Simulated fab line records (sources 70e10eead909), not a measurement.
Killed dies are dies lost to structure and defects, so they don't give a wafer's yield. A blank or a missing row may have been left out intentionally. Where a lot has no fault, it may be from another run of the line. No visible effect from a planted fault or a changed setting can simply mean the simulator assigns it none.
The tool behind it: which one?	flow nandHarc	Sampling: 24 lots, 72 wafers, 6 of 1302 route steps

== WHAT THE GAUGES SHOWED, per wafer ==
NHARC_P_M2_INSPECT_27.
lot	measured	on	rawDefectCount
L074	day 6 11:40	defectInspect-02	308 168 220
L075	day 6 16:50	defectInspect-02	237 453 303
L076	day 7 11:11	defectInspect-02	218 275 294
L077	day 7 14:53	defectInspect-01	290 565 248
L078	day 8 04:56	defectInspect-02	222 562 284
L079	day 8 09:46	defectInspect-01	292 323 320
L080	day 9 03:33	defectInspect-01	310 172 368
L081	day 9 11:38	defectInspect-01	340 271 163
L082	day 10 01:41	defectInspect-02	271 390 403
L083	day 10 10:58	defectInspect-01	235 260 177
L085	day 10 23:56	defectInspect-01	384 518 202
L084	day 11 00:04	defectInspect-02	174 210 174
L086	day 11 13:21	defectInspect-02	195 318 384
L087	day 11 23:10	defectInspect-02	216 152 198
L089	day 12 14:29	defectInspect-01	369 551 263
L088	day 12 15:31	defectInspect-01	264 238 287
L090	day 13 06:57	defectInspect-02	215 338 300
L091	day 13 15:10	defectInspect-02	151 139 239
L092	day 13 21:46	defectInspect-02	220 287 237
L093	day 14 11:13	defectInspect-01	267 235 147
L094	day 14 22:10	defectInspect-02	204 217 338
L095	day 15 06:51	defectInspect-02	170 192 170
L096	day 15 19:16	defectInspect-01	477 456 477
L097	day 16 09:38	defectInspect-02	368 234 329

NHARC_A_ZERO_WELL_CD_MEAS_10: target cd 2000 nm.
lot	measured	on	cdNm (nm)
L074	day 6 17:33	cdSem-01	2002.0 2002.7 1999.0
L075	day 6 22:52	cdSem-01	2003.2 2003.1 2001.9
L076	day 7 16:57	cdSem-01	1999.6 1999.5 1998.8
L077	day 7 20:29	cdSem-03	2000.4 2000.3 2001.5
L078	day 8 10:40	cdSem-01	1999.4 2000.0 2000.2
L079	day 8 15:40	cdSem-03	2001.5 2001.4 2001.1
L080	day 9 09:18	cdSem-01	1997.7 2000.3 1998.4
L081	day 9 17:34	cdSem-02	2000.2 1999.6 1999.2
L082	day 10 07:25	cdSem-03	1999.8 2000.6 2000.2
L083	day 10 16:43	cdSem-03	1998.9 2000.5 1998.9
L085	day 11 05:58	cdSem-01	1999.0 1999.9 1998.2
L084	day 11 06:02	cdSem-03	1997.9 1997.7 1999.8
L086	day 11 19:05	cdSem-03	1997.8 1998.4 1999.7
L087	day 12 04:56	cdSem-02	1999.6 2000.3 1998.6
L089	day 12 20:20	cdSem-03	2002.0 2003.0 2002.7
L088	day 12 21:25	cdSem-03	1998.8 2001.0 1999.9
L090	day 13 12:37	cdSem-01	1998.1 2000.6 2001.8
L091	day 13 20:53	cdSem-01	1999.0 2001.8 1999.0
L092	day 14 03:38	cdSem-01	2000.4 2000.9 2000.4
L093	day 14 17:10	cdSem-02	1998.5 2000.2 1998.9
L094	day 15 03:52	cdSem-01	2002.7 2003.1 2000.8
L095	day 15 12:43	cdSem-01	2000.5 1999.4 2001.6
L096	day 16 01:11	cdSem-02	1998.7 1999.0 2000.1
L097	day 16 15:31	cdSem-02	1999.6 2000.2 1999.6

NHARC_A_DECK1_JOINT_THK_MEAS_14: measures by ellipsometry.
lot	measured	on	thkNm (nm)
L074	day 11 04:54	filmMetro-02	50.2 51.0 50.5
L075	day 11 11:29	filmMetro-01	49.6 51.5 49.8
L076	day 12 12:48	filmMetro-01	52.0 52.2 49.1
L077	day 12 12:48	filmMetro-02	48.6 50.3 48.6
L078	day 12 21:20	filmMetro-01	49.4 50.2 52.2
L079	day 13 02:35	filmMetro-01	50.7 51.0 49.5
L080	day 14 00:21	filmMetro-01	49.7 50.1 47.5
L081	day 14 00:21	filmMetro-02	49.8 48.3 51.3
L082	day 15 06:07	filmMetro-02	51.8 50.0 51.5
L083	day 15 06:07	filmMetro-01	51.8 51.9 52.6
L085	day 15 20:05	filmMetro-01	50.7 51.9 51.5
L084	day 15 20:07	filmMetro-02	48.6 49.7 51.3
L086	day 16 13:25	filmMetro-02	48.8 51.9 50.3
L087	day 16 16:06	filmMetro-01	52.0 51.1 49.5
L089	day 17 14:53	filmMetro-02	51.1 51.2 51.0
L088	day 17 18:33	filmMetro-01	48.3 50.8 53.2
L090	day 18 02:27	filmMetro-01	51.6 50.9 50.7
L091	day 18 10:29	filmMetro-01	50.6 49.9 51.7
L092	day 18 20:10	filmMetro-02	49.1 50.3 52.5
L093	day 19 11:48	filmMetro-01	50.4 51.1 51.6
L094	day 19 22:23	filmMetro-02	48.7 49.6 50.5
L095	day 20 06:01	filmMetro-02	52.1 50.9 49.9
L096	day 20 14:17	filmMetro-01	52.0 51.7 51.0
L097	day 21 10:29	filmMetro-02	48.9 48.8 49.7

NHARC_A_ONON_D2_THK_MEAS_21: measures by ellipsometry.
lot	measured	on	thkNm (nm)
L074	day 12 13:25	filmMetro-01	1009 1006 1007
L075	day 12 22:28	filmMetro-02	995 995 994
L076	day 14 04:24	filmMetro-02	984 986 985
L077	day 14 04:14	filmMetro-01	1000 1002 1000
L078	day 14 04:35	filmMetro-02	1008 1009 1009
L079	day 14 14:44	filmMetro-02	999 1002 1000
L080	day 15 15:13	filmMetro-01	1000 1001 1001
L081	day 15 15:12	filmMetro-02	991 992 991
L082	day 16 16:25	filmMetro-01	998 998 997
L083	day 16 16:26	filmMetro-01	1002 1002 1002
L085	day 17 08:40	filmMetro-02	1001 1001 1001
L084	day 17 08:38	filmMetro-01	1011 1012 1012
L086	day 18 00:41	filmMetro-01	985 984 982
L087	day 18 00:43	filmMetro-02	989 987 988
L089	day 19 11:29	filmMetro-02	990 988 991
L088	day 19 11:42	filmMetro-02	999 1001 1002
L090	day 19 21:22	filmMetro-02	998 1002 1002
L091	day 19 21:22	filmMetro-01	986 987 986
L092	day 20 05:20	filmMetro-01	997 997 995
L093	day 20 20:50	filmMetro-01	982 981 981
L094	day 21 16:20	filmMetro-01	997 998 1000
L095	day 21 16:12	filmMetro-01	999 998 997
L096	day 22 04:40	filmMetro-01	998 997 996
L097	day 22 19:10	filmMetro-02	989 990 989

== TOOL THAT RAN EACH LOT (tool first, then ch and the chambers of the sampled wafers, then the start) ==
lot	NHARC_P_M2_PVD_20	NHARC_A_CHANNEL_HOLE_D1_ETCH_16
L074	pvdSputter-01, day 6 11:40 or earlier	rieDiel-03 ch 0,3, day 11 04:54 or earlier
L075	pvdSputter-01, day 6 16:50 or earlier	rieDiel-03 ch 1,2,3, day 11 11:29 or earlier
L076	pvdSputter-02, day 7 11:11 or earlier	rieDiel-03 ch 2,3, day 9 12:22
L077	pvdSputter-02, day 7 14:53 or earlier	rieDiel-03 ch 0,2,3, day 12 12:48 or earlier
L078	pvdSputter-02, day 8 04:56 or earlier	rieDiel-03 ch 0,2,3, day 12 21:20 or earlier
L079	pvdSputter-02, day 8 09:46 or earlier	rieDiel-03 ch 0,1, day 13 02:35 or earlier
L080	pvdSputter-03, day 9 03:33 or earlier	rieDiel-03 ch 0,3, day 14 00:21 or earlier
L081	pvdSputter-02, day 9 11:38 or earlier	rieDiel-03 ch 0,1,2, day 14 00:21 or earlier
L082	pvdSputter-01, day 10 01:41 or earlier	rieDiel-03 ch 2,3, day 15 06:07 or earlier
L083	pvdSputter-01, day 10 10:58 or earlier	rieDiel-03 ch 0,3, day 15 06:07 or earlier
L085	pvdSputter-02, day 10 23:56 or earlier	rieDiel-01 ch 1,3, day 15 20:05 or earlier
L084	pvdSputter-03, day 11 00:04 or earlier	rieDiel-09 ch 1,2,3, day 15 20:07 or earlier
L086	pvdSputter-03, day 11 13:21 or earlier	rieDiel-01 ch 1,2,3, day 16 13:25 or earlier
L087	pvdSputter-01, day 11 23:10 or earlier	rieDiel-09 ch 0,1,2, day 16 16:06 or earlier
L089	pvdSputter-01, day 12 14:29 or earlier	rieDiel-03 ch 1,2, day 17 14:53 or earlier
L088	pvdSputter-01, day 12 15:31 or earlier	rieDiel-03 ch 0,2,3, day 17 18:33 or earlier
L090	pvdSputter-01, day 13 06:57 or earlier	rieDiel-03 ch 0,1,3, day 18 02:27 or earlier
L091	pvdSputter-01, day 13 15:10 or earlier	rieDiel-03 ch 0,2,3, day 18 10:29 or earlier
L092	pvdSputter-02, day 13 21:46 or earlier	rieDiel-03 ch 0,2,3, day 18 20:10 or earlier
L093	pvdSputter-02, day 14 11:13 or earlier	rieDiel-01 ch 0,1,3, day 19 11:48 or earlier
L094	pvdSputter-03, day 14 22:10 or earlier	rieDiel-03 ch 1,2,3, day 19 22:23 or earlier
L095	pvdSputter-03, day 15 06:51 or earlier	rieDiel-09 ch 0,2,3, day 20 06:01 or earlier
L096	pvdSputter-02, day 15 19:16 or earlier	rieDiel-03 ch 0,2,3, day 20 14:17 or earlier
L097	pvdSputter-02, day 16 09:38 or earlier	rieDiel-03 ch 0,2,3, day 21 10:29 or earlier
- NHARC_P_M2_PVD_20: deposits TaN, target thk 5 nm, time 8.06 s.
- NHARC_A_CHANNEL_HOLE_D1_ETCH_16: etches the open film in O2/COS, target depth 3100 nm, time 806 s.

== AS READ BY THE TOOLS THEMSELVES (means over the sampled wafers that have a number; for cases with no such wafer, the mark the record gives instead) ==
NHARC_P_M2_PVD_20.
lot	tool	throttleValvePct (%)
L074	pvdSputter-01	30.9
L075	pvdSputter-01	30.0
L076	pvdSputter-02	29.7
L077	pvdSputter-02	29.4
L078	pvdSputter-02	29.4
L079	pvdSputter-02	30.0
L080	pvdSputter-03	29.5
L081	pvdSputter-02	29.4
L082	pvdSputter-01	29.3
L083	pvdSputter-01	31.0
L085	pvdSputter-02	29.4
L084	pvdSputter-03	29.3
L086	pvdSputter-03	30.0
L087	pvdSputter-01	29.9
L089	pvdSputter-01	29.1
L088	pvdSputter-01	30.5
L090	pvdSputter-01	29.9
L091	pvdSputter-01	29.7
L092	pvdSputter-02	29.2
L093	pvdSputter-02	29.9
L094	pvdSputter-03	30.1
L095	pvdSputter-03	29.4
L096	pvdSputter-02	29.4
L097	pvdSputter-02	29.2

NHARC_A_CHANNEL_HOLE_D1_ETCH_16.
lot	tool	drypumpMotorCurrentA (A)	oesProductAu (a.u.)	rfVppV (V)	showerheadPlenumPTorr (Torr)	throttleValvePct (%)
L074	rieDiel-03	5.63	1.009	314.6	3.16	28.333
L075	rieDiel-03	5.71	1.001	314.5	3.12	28.332
L076	rieDiel-03	5.78	1.007	314.1	3.14	28.325
L077	rieDiel-03	5.76	1.008	315.9	3.22	28.328
L078	rieDiel-03	5.73	1.006	315.4	3.22	28.332
L079	rieDiel-03	5.61	1.008	315.8	3.21	28.331
L080	rieDiel-03	5.64	1.002	313.7	3.15	28.332
L081	rieDiel-03	5.73	0.997	314.4	3.19	28.332
L082	rieDiel-03	5.74	1.005	314.0	3.13	28.331
L083	rieDiel-03	5.61	1.003	314.4	3.15	28.329
L085	rieDiel-01	5.12	1.002	313.7	3.05	28.334
L084	rieDiel-09	5.97	1.002	314.3	3.12	28.337
L086	rieDiel-01	5.33	1.009	313.6	3.04	28.330
L087	rieDiel-09	5.93	0.992	312.8	3.05	28.327
L089	rieDiel-03	5.85	0.994	314.0	3.17	28.330
L088	rieDiel-03	5.74	1.001	314.7	3.21	28.333
L090	rieDiel-03	5.59	1.003	314.2	3.12	28.332
L091	rieDiel-03	5.74	0.993	314.8	3.21	28.340
L092	rieDiel-03	5.76	1.004	315.3	3.21	28.330
L093	rieDiel-01	5.24	1.008	312.9	3.08	28.328
L094	rieDiel-03	5.70	1.006	314.4	3.11	28.331
L095	rieDiel-09	5.78	0.998	314.2	3.10	28.337
L096	rieDiel-03	5.75	1.000	315.0	3.21	28.326
L097	rieDiel-03	5.73	1.008	315.4	3.21	28.322

== THE ANSWER, worked out from the rows above alone ==
Rule: what is usual is taken from the lots themselves. Put in order of their means at a reading, lots are off if they are a third of the lots or fewer, leave a main group of 4 or more, and stand apart from it by a gap of 3 or more times the standard deviation of the main group's means; of several such gaps the widest counts. A main group is skipped when, at the precision printed for the reading in the tables above, its means are all equal. A lot without any number at a reading at which 4 lots or more have one is off too. Where the step has rows for the other lots, those lots are counted as sound. Order of review: gauges by route order, followed by the tools' own readings, for which a lot's mean as printed above is used. At the first step where some lot is off, the reading lying furthest off is the one used; lots without a number count as furthest.
Nothing can be told from this: no lot is off at any reading shown.

== WHAT HAD BEEN PUT IN BY THE SIMULATOR ==
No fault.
